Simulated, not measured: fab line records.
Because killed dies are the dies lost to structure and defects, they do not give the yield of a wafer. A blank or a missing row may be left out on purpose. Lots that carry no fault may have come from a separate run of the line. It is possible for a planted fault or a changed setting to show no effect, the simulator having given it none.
Split-lot trial | flow n5_finfet | 7 lots, 21 wafers read, on a route of 1938 steps

== ON THE SPLIT ==
At N5_SD_EPI_N_ETCH_45 (etches SiOCN in CH3F/O2, target depth 6 nm), the setting target_depth_a was moved away from the recipe's 60 angstrom on 7 of the 21 wafers read, by -9.1% to +6.4%. All remaining wafers had this setting at the recipe value.

Reading taken at the split's own step.

== THE READING ==
etch.depth_nm (the simulator's own value, which no gauge read), in nm, at N5_SD_EPI_N_ETCH_45 (etches SiOCN in CH3F/O2, target depth 6 nm). The file does not state a usual value for it. Here, 14 wafers ran the recipe; their average is 5.980 nm with a standard deviation of 0.078 nm.

wafer  | tool, chamber at the split | target_depth_a as run, angstrom | against the recipe | etch.depth_nm, nm | against lot-mates on the recipe
L075.1 | rie_diel-04, 3             | 60                              | recipe             | 5.926             | -
L075.2 | rie_diel-04, 1             | 60                              | recipe             | 6.039             | -
L075.3 | rie_diel-04, 2             | 60                              | recipe             | 5.857             | -
L076.4 | rie_diel-02, 1             | 60                              | recipe             | 5.984             | -
L076.5 | rie_diel-02, 0             | 63.83                           | +6.4%              | 6.369             | +0.385
L076.6 | rie_diel-02, 1             | 63.83                           | +6.4%              | 6.363             | +0.379
L077.1 | rie_diel-04, 0             | 57.54                           | -4.1%              | 5.772             | -0.327
L077.3 | rie_diel-04, 1             | 60                              | recipe             | 6.099             | -
L077.6 | rie_diel-04, 2             | 57.54                           | -4.1%              | 5.576             | -0.523
L080.1 | rie_diel-02, 2             | 60                              | recipe             | 5.981             | -
L080.2 | rie_diel-02, 1             | 60                              | recipe             | 6.021             | -
L080.5 | rie_diel-02, 1             | 60                              | recipe             | 6.016             | -
L082.3 | rie_diel-04, 1             | 54.55                           | -9.1%              | 5.473             | -0.498
L082.4 | rie_diel-04, 2             | 54.55                           | -9.1%              | 5.332             | -0.639
L082.6 | rie_diel-04, 0             | 60                              | recipe             | 5.971             | -
L087.1 | rie_diel-03, 3             | 60                              | recipe             | 5.825             | -
L087.4 | rie_diel-03, 0             | 60                              | recipe             | 6.063             | -
L087.5 | rie_diel-03, 0             | 60                              | recipe             | 6.037             | -
L095.1 | rie_diel-04, 1             | 60                              | recipe             | 6.024             | -
L095.3 | rie_diel-04, 2             | 60                              | recipe             | 5.876             | -
L095.6 | rie_diel-04, 3             | 54.7                            | -8.8%              | 5.585             | -0.365

THE FIT
A straight line over all 21 wafers: etch.depth_nm changes by +0.0596 nm for each +1% of target_depth_a; r = +0.95; the points scatter about the line by 0.087 nm.
The same after taking each lot's own level away (the mean of its wafers on the recipe; 21 wafers): +0.0605 nm for each +1%; r = +0.93; scatter 0.098 nm.
According to that fit, moving target_depth_a by its largest amount changes the reading by 0.55 nm.
The lots' own levels span 5.9407 to 6.0990 nm, that is 2.0 times the standard deviation above.
The two slopes are in agreement: the lot-to-lot level therefore moves the slope only a little.
Check: for one of the wafers moved furthest among these (-9.1%), held out of the fit, the line's prediction against its lot-mates is -0.58 nm. Against them it came out at -0.498 nm.

== FURTHER SPLITS ON THESE WAFERS ==
Note: prior to the reading, these wafers also went through further splits. Each is held against what the fit with the lots' levels taken away leaves over:
other split on the same wafers | wafers away from the commonest value | r with etch.depth_nm (lot level and that fit taken away)
N5_FIN_SAQP_ALD_61 temp_c      | 9                                    | -0.12
N5_FIN_SAQP_HM_DEP_03 time_s   | 3                                    | -0.08
N5_FIN_SAQP_DESCUM_21 time_s   | 11                                   | -0.03
N5_FIN_SAQP_ETCH_52 source_w   | 6                                    | +0.31

== THE FILE'S OWN FIT ==
etch.depth_nm changes by +0.0576 nm for each +1% of target_depth_a, r = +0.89.
